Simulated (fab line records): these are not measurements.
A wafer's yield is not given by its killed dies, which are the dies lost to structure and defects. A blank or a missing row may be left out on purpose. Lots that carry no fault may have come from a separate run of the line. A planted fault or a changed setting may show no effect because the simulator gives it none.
A sampling plan put to the test	flow nand_harc	each of the 30 faults these records tell of, on one fab line, judged from the records of the lots it struck
The plan consists of the line's own looks: route steps at which the wafer is read by a gauge or an inspection but not changed. A look is open to judgement when struck wafers have a number at it and the file gives its usual mean and standard deviation on fault-free wafers. Caught: a look later than the fault's first step finds the struck wafers' mean 4 or more of those standard deviations (sigma) from the usual mean. On the tool: the identical test, applied to the tool's own readings at the steps of the fault. A different recipe on the struck wafers counts as caught too, as does a record blank only for those wafers.

THE FAULTS, as the simulator had put them in
1. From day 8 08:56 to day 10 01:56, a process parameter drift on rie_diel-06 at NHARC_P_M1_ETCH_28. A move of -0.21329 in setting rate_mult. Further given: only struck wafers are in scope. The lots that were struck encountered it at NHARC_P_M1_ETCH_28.
2. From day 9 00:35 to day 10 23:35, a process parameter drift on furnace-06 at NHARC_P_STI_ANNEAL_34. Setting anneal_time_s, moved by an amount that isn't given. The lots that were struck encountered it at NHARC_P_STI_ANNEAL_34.
3. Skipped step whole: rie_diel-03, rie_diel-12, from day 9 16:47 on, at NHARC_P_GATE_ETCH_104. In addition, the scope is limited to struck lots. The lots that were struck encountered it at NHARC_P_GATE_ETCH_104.
4. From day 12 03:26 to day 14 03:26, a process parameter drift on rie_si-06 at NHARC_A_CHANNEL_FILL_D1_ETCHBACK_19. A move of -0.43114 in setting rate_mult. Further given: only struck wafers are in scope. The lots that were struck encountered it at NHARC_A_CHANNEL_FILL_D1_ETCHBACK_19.
5. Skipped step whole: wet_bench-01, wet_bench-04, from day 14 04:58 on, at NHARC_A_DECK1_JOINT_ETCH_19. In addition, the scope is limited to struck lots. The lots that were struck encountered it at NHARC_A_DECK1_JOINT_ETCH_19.
6. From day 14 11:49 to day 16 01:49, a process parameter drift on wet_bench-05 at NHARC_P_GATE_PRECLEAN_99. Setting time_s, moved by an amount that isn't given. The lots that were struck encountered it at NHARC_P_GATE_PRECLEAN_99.
7. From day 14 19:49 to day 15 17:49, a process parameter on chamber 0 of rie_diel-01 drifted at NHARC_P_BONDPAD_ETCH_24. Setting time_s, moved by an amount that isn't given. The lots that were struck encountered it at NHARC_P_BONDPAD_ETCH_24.
8. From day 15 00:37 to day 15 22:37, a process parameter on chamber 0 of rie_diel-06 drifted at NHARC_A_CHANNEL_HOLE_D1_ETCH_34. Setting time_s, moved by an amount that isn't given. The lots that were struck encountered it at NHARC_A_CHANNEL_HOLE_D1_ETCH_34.
9. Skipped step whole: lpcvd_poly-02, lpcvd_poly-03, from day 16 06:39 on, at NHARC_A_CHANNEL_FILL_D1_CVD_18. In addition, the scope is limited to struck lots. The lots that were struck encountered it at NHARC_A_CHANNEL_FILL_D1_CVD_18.
10. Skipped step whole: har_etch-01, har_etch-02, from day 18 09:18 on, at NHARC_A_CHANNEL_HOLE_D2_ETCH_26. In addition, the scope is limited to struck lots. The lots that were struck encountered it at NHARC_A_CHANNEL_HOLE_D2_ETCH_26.
11. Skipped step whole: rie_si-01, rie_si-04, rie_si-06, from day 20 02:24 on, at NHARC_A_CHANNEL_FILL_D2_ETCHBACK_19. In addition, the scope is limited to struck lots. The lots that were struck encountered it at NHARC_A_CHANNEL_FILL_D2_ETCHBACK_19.
12. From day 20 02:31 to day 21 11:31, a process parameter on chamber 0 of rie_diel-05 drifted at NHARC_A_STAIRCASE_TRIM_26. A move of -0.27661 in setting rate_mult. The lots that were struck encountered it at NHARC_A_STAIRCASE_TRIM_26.
13. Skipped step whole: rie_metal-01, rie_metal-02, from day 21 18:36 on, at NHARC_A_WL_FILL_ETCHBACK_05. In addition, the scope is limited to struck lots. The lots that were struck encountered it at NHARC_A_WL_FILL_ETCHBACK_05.
14. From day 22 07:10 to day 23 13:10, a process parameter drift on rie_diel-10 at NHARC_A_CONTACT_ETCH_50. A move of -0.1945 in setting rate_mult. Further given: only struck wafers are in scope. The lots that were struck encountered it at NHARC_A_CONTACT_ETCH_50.
15. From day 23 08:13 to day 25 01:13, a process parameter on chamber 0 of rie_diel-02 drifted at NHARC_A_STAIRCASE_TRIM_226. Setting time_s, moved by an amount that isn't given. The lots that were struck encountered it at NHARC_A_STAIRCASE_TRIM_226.
16. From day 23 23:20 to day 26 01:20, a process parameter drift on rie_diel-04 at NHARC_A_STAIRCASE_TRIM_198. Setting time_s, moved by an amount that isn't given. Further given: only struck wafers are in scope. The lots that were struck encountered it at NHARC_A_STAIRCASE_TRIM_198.
17. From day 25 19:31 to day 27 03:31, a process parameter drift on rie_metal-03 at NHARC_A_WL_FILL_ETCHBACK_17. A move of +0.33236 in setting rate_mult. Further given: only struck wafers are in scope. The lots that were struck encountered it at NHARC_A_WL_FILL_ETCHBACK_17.
18. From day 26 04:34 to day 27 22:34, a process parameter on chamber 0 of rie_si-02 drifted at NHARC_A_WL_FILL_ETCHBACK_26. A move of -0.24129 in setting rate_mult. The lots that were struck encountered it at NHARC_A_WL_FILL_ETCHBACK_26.
19. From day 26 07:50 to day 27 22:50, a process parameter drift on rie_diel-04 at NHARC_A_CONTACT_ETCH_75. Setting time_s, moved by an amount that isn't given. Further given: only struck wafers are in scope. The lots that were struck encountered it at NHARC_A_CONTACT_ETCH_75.
20. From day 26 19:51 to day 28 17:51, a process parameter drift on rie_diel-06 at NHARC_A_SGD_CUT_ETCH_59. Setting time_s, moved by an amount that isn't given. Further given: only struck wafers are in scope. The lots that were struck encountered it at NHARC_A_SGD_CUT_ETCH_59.
21. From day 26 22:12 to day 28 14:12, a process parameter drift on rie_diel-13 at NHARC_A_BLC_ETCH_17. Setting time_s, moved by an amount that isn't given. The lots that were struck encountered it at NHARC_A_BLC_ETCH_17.
22. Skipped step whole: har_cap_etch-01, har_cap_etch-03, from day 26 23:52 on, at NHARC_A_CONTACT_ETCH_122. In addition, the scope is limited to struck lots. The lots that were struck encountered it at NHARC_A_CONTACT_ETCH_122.
23. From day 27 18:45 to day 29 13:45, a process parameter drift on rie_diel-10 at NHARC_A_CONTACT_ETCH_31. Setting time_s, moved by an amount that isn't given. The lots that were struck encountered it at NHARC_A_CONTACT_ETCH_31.
24. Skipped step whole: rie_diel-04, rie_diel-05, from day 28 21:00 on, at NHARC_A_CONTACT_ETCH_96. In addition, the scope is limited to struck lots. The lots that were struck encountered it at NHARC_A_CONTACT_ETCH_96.
25. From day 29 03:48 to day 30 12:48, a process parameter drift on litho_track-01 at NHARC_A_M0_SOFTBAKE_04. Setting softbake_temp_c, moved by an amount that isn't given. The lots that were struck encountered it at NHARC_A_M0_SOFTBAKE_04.
26. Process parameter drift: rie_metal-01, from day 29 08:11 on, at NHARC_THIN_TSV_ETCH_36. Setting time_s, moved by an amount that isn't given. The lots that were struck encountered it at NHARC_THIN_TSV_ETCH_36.
27. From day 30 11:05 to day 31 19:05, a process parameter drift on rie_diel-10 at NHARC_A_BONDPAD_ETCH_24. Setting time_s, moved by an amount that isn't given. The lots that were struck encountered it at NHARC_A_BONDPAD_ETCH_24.
28. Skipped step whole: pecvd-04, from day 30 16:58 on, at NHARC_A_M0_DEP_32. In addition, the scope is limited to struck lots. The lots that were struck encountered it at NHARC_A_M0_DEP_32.
29. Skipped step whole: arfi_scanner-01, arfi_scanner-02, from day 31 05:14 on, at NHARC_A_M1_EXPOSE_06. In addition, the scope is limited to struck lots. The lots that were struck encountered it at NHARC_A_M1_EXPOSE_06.
30. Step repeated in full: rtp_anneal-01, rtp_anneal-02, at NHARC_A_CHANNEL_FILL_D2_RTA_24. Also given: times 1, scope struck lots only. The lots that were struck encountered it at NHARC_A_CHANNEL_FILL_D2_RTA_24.

WHAT THE PLAN SAW
fault	on the tool itself	first look that catches it	reading, sigma	median hours from its first step to that look	hours from the fault's start to the first struck lot there	judged looks passed uncaught
1	oes_product_au -19 sigma	not the one look that can be judged after it	strongest: sort_rim_yield_pct at NHARC_END_SORT_01, -2.3	-	-	1
2	run_length_s -50 sigma	not the one look that can be judged after it	-	-	-	1
3	the tool's record is blank for the struck wafers	no look after it can be judged	-	-	-	0
4	oes_product_au -40 sigma	no look after it can be judged	-	-	-	0
5	the tool's record is blank for the struck wafers	no look after it can be judged	-	-	-	0
6	under 2 sigma	not the one look that can be judged after it	-	-	-	1
7	run_length_s -64 sigma	no look after it can be judged	-	-	-	0
8	run_length_s -20 sigma	no look after it can be judged	-	-	-	0
9	the tool's record is blank for the struck wafers	no look after it can be judged	-	-	-	0
10	the tool's record is blank for the struck wafers	no look after it can be judged	-	-	-	0
11	the tool's record is blank for the struck wafers	no look after it can be judged	-	-	-	0
12	oes_product_au -29 sigma	no look after it can be judged	-	-	-	0
13	the tool's record is blank for the struck wafers	no look after it can be judged	-	-	-	0
14	oes_product_au -5.0 sigma	no look after it can be judged	-	-	-	0
15	run_length_s +99 or beyond sigma	no look after it can be judged	-	-	-	0
16	run_length_s +15 sigma	no look after it can be judged	-	-	-	0
17	oes_product_au +28 sigma	not the one look that can be judged after it	-	-	-	1
18	oes_product_au -21 sigma	not the one look that can be judged after it	-	-	-	1
19	run_length_s -42 sigma	no look after it can be judged	-	-	-	0
20	run_length_s -99 or beyond sigma	no look after it can be judged	-	-	-	0
21	run_length_s -93 sigma	not the one look that can be judged after it	-	-	-	1
22	the tool's record is blank for the struck wafers	no look after it can be judged	-	-	-	0
23	run_length_s -99 or beyond sigma	no look after it can be judged	-	-	-	0
24	the tool's record is blank for the struck wafers	no look after it can be judged	-	-	-	0
25	heater_power_total_W +16 sigma	no look after it can be judged	-	-	-	0
26	run_length_s -13 sigma	no look after it can be judged	-	-	-	0
27	run_length_s -41 sigma	no look after it can be judged	-	-	-	0
28	the tool's record is blank for the struck wafers	no look after it can be judged	-	-	-	0
29	no reading that can be judged	no look after it can be judged	-	-	-	0
30	under 2 sigma	not the one look that can be judged after it	-	-	-	1
A dash: the fault isn't caught, or these records don't give the number.

Caught at a look: 0 of 30. Caught on the tool: 27 of 30. By one or the other: 27 of 30.
Faults 1, 2, 3, 4, 5, 7, 8, 9, 10, 11, 12, 13, 14, 15, 16, 17, 18, 19, 20, 21, 22, 23, 24, 25, 26, 27, 28 were caught on the tool alone.
Caught by neither: faults 6, 29, 30.
